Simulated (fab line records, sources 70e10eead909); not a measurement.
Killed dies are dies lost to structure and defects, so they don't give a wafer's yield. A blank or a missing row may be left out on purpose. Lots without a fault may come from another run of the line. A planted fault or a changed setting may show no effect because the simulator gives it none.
A struck lot beside a sound one | flow nand_harc | 15 steps out of a route of 1159
Sound: wafers L733.3, L733.4, L733.5. Struck: wafers L751.4, L751.5, L751.6. The cause comes at the end.
At each step with rows: each side's tool, then ch and its chambers, then its first start. Under that, the readings that differ: sound wafers | struck wafers | difference of the means | sigmas: that difference in standard deviations of wafers without a fault.
alike: readings whose means differ by less than 2 such deviations, and words and numbers that are the same on both sides. not compared: withheld readings, readings that some wafer has no value for, bounds like >300 that may hide the same value, and numbers for which the record gives no deviation and whose values overlap.
The two part at a step that has a row with sigmas, a row that says differs or no value, or rows on one side only. Numbers that don't overlap but have no deviation are shown without sigmas and don't part them. A reading that every wafer of one side lacks parts them only if that side has two wafers or more.

first, 9 steps without rows for these wafers: NHARC_A_ZERO_WELL_DEHYDRATE_02 (time 120 s); NHARC_A_ZERO_WELL_HMDS_03 (time 30 s); NHARC_A_ZERO_WELL_COAT_18 (time 65 s); NHARC_A_ZERO_WELL_COAT_04 (resist thk 600 nm); NHARC_A_ZERO_WELL_SOFTBAKE_05 (time 70 s); NHARC_A_ZERO_WELL_EBR_06; NHARC_A_ZERO_WELL_EXPOSE_07 (exposes mask A ZERO); NHARC_A_ZERO_WELL_PEB_08 (peb time 80 s); NHARC_A_ZERO_WELL_DEVELOP_09 (time 50 s).
NHARC_A_ZERO_WELL_CD_MEAS_10: target cd 2000 nm.
  sound on cd_sem-03 ch 0, day 6 14:55; struck on cd_sem-03 ch 0, day 11 02:44
  alike: cd_nm
then, 1 step without rows for these wafers: NHARC_A_ZERO_WELL_HARDBAKE_11 (time 65 s).
NHARC_A_ZERO_WELL_DESCUM_12: chemistry O2, time 3 s.
  sound on rie_diel-13 ch 1,3, day 6 15:04; struck on rie_diel-13 ch 2,3, day 11 02:53
  alike: chamber_pressure_mTorr, drypump_motor_current_A, oes_product_au, rf_vpp_V, showerhead_plenum_p_Torr, throttle_valve_pct
  not compared: rf_hours_counter_h
NHARC_A_ZERO_WELL_ETCH_19: etches the open film in N2/H2, target depth 80 nm, overetch 24 nm, time 87.88 s.
  sound on rie_diel-13 ch 0,2,3, day 6 15:10; struck on rie_diel-13 ch 0,3, day 11 02:58
  no value came back on the struck wafers for any of 8 readings (bias_w (W), chamber_pressure_mTorr (mTorr) and others); on the sound wafers bias_w (W) reads 149.8 150.4 150.4
  not compared: rf_hours_counter_h
NHARC_A_ZERO_WELL_ETCH_13: etches the open film in HBr/Cl2, target depth 120 nm, time 40.1 s.
  sound on rie_si-04 ch 0,1,3, day 6 15:19; struck on rie_si-02 ch 0,1, day 11 03:05
  alike: bias_w, chamber_pressure_mTorr, drypump_motor_current_A, oes_product_au, throttle_valve_pct
  not compared: rf_hours_counter_h
-- the record jumps here: 13 days lie between the struck wafers' starts before and after (it left off in module A_ZERO_WELL and takes up again in module END, whose first step shown is number 1159 of the route) --
NHARC_END_SORT_01:
  the record has rows for the struck wafers here (prober-02 ch 0, day 24 00:24) and none for the sound ones

WHERE THEY PART
First at NHARC_A_ZERO_WELL_ETCH_19; last, within this record, at NHARC_END_SORT_01.

WHY: what the simulator had put in
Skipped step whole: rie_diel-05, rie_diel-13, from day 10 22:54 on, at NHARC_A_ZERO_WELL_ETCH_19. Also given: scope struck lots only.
